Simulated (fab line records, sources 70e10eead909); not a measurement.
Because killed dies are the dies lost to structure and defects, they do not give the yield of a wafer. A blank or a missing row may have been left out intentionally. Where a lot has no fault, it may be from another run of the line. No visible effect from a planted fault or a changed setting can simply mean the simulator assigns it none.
Matching of chambers    flow nand_harc    NHARC_P_ZERO_WELL_DESCUM_13 on rie_diel-01 has 4 sister chambers
The step chemistry O2, time 3 s. 8 wafers are shown with their chamber, then 8 later ones without.

== WAFERS WITH THEIR CHAMBER ==
wafer   chamber  drypump_motor_current_A (A)  showerhead_plenum_p_Torr (Torr)
L082.4  1        6.5                          1.89
L082.5  0        5.6                          1.95
L085.5  3        6.4                          1.95
L085.6  2        6.0                          1.87
L088.3  0        5.7                          1.94
L088.4  2        6.0                          1.87
L088.5  1        6.5                          1.89
L091.1  3        6.5                          1.94

== WAFERS MISSING THEIR CHAMBER ==
wafer   drypump_motor_current_A (A)  showerhead_plenum_p_Torr (Torr)
L091.2  5.7                          1.94
L091.4  6.5                          1.94
L092.1  5.7                          1.93
L092.3  6.5                          1.88
L092.5  5.6                          1.93
L094.1  6.5                          1.88
L094.2  6.0                          1.87
L094.3  6.4                          1.94

== WHICH CHAMBER EACH WENT THROUGH ==
wafer   from the rows above  in truth
L091.2  0                    0
L091.4  3                    3
L092.1  0                    0
L092.3  1                    1
L092.5  0                    0
L094.1  1                    1
L094.2  2                    2
L094.3  3                    3
Placed correctly: 8 of 8. Number that these rows cannot place: 0. 0 placed wrongly.
How it was worked out, from the rows above alone: a wafer's distance from a chamber is the root of the sum, over the readings, of the square of ((its reading less the chamber's mean) divided by the reading's scatter). If the next closest chamber is less than 2 further off than the closest, the wafer can't be placed; otherwise it belongs to the closest. A chamber's mean is the mean of its shown wafers. How the scatter is found: for the shown wafers, subtract from each reading the mean of its chamber, square and add these, divide the total by (wafers less chambers), then take the root.
